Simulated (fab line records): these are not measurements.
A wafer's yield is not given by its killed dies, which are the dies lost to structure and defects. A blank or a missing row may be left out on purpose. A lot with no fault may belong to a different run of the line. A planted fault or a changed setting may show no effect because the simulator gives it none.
Matching of chambers	flow n5_finfet	rie_diel-03 running N5_BEOL_M14_ETCH_67: 4 sister chambers
The step etches SiARC in CF4, target depth 143 nm, time 238.3 s. 4 wafers are shown with their chamber, then 10 later ones without.

## WAFERS WITH THEIR CHAMBER
wafer	chamber	showerhead_plenum_p_Torr (Torr)
L078.4	3	2.04
L091.5	0	2.09
L096.1	2	2.18
L096.2	1	2.03

## WAFERS WHOSE CHAMBER IS MISSING
wafer	showerhead_plenum_p_Torr (Torr)
L096.5	2.03
L092.2	2.08
L092.3	2.03
L092.5	2.03
L094.2	2.03
L094.3	2.08
L094.4	2.03
L095.1	2.18
L095.2	2.08
L095.6	2.08

## CHAMBER TAKEN BY EACH
wafer	from the rows above	in truth
L096.5	can't be placed: 1 or 3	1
L092.2	0	0
L092.3	can't be placed: 1 or 3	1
L092.5	can't be placed: 1 or 3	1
L094.2	can't be placed: 1 or 3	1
L094.3	0	0
L094.4	can't be placed: 1 or 3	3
L095.1	2	2
L095.2	0	0
L095.6	0	0
Placed correctly: 5 of 10. From these rows, 5 cannot be placed; in 5 the true chamber is one of the candidates. Placed wrongly: 0.
How it was worked out, from the rows above alone: a wafer's distance from a chamber is the root of the sum, over the readings, of the square of ((its reading less the chamber's mean) divided by the reading's scatter). If the next closest chamber is less than 2 further off than the closest, the wafer can't be placed; otherwise it belongs to the closest. For every chamber, the mean is computed from those of its wafers that are shown. The scatter: with one shown wafer a chamber, the root of the mean of the squares of how far each hidden wafer lies from its nearest shown one.
